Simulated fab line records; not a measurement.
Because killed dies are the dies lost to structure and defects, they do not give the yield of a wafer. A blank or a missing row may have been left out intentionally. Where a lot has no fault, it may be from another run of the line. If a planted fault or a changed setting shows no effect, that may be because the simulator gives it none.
Matching of chambers / flow n5 finfet / N5_HKMG_FIN_ALD_21 on ald metal-04: 3 sister chambers
The step deposits TiN, target thk 1.5 nm, pulse time 1 s, purge time 3 s. 6 wafers are shown with their chamber, then 5 later ones without.

## WAFERS WITH THEIR CHAMBER
wafer=L079.3; chamber=3; heater power w (W)=735; precursor pulse height rel=0.997
wafer=L080.4; chamber=3; heater power w (W)=758; precursor pulse height rel=0.984
wafer=L080.5; chamber=2; heater power w (W)=860; precursor pulse height rel=1.020
wafer=L081.2; chamber=0; heater power w (W)=760; precursor pulse height rel=0.972
wafer=L081.4; chamber=2; heater power w (W)=845; precursor pulse height rel=0.998
wafer=L081.6; chamber=0; heater power w (W)=790; precursor pulse height rel=1.004

## WAFERS WHOSE CHAMBER IS MISSING
wafer=L088.1; heater power w (W)=858; precursor pulse height rel=0.985
wafer=L088.2; heater power w (W)=761; precursor pulse height rel=0.998
wafer=L092.4; heater power w (W)=783; precursor pulse height rel=0.983
wafer=L096.3; heater power w (W)=844; precursor pulse height rel=0.997
wafer=L096.4; heater power w (W)=780; precursor pulse height rel=0.973

## EACH ONE'S CHAMBER
wafer=L088.1; from the rows above=2; in truth=2
wafer=L088.2; from the rows above=can't be placed: 3 or 0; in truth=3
wafer=L092.4; from the rows above=can't be placed: 0 or 3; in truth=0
wafer=L096.3; from the rows above=2; in truth=2
wafer=L096.4; from the rows above=can't be placed: 0 or 3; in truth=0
Correct placement for 2 of the 5. Cannot be placed on the basis of these rows: 3; the candidates contain the true chamber in 3. Number placed wrongly: 0.
How it was worked out, from the rows above alone: a wafer's distance from a chamber is the root of the sum, over the readings, of the square of ((its reading less the chamber's mean) divided by the reading's scatter). The wafer belongs to the nearest chamber; if the next one is less than 2 further off, it can't be placed. The mean given for a chamber averages the wafers shown for that chamber. The scatter: take each reading less its chamber's mean, square it, sum over the shown wafers, divide by the number of wafers less the number of chambers, and take the root.
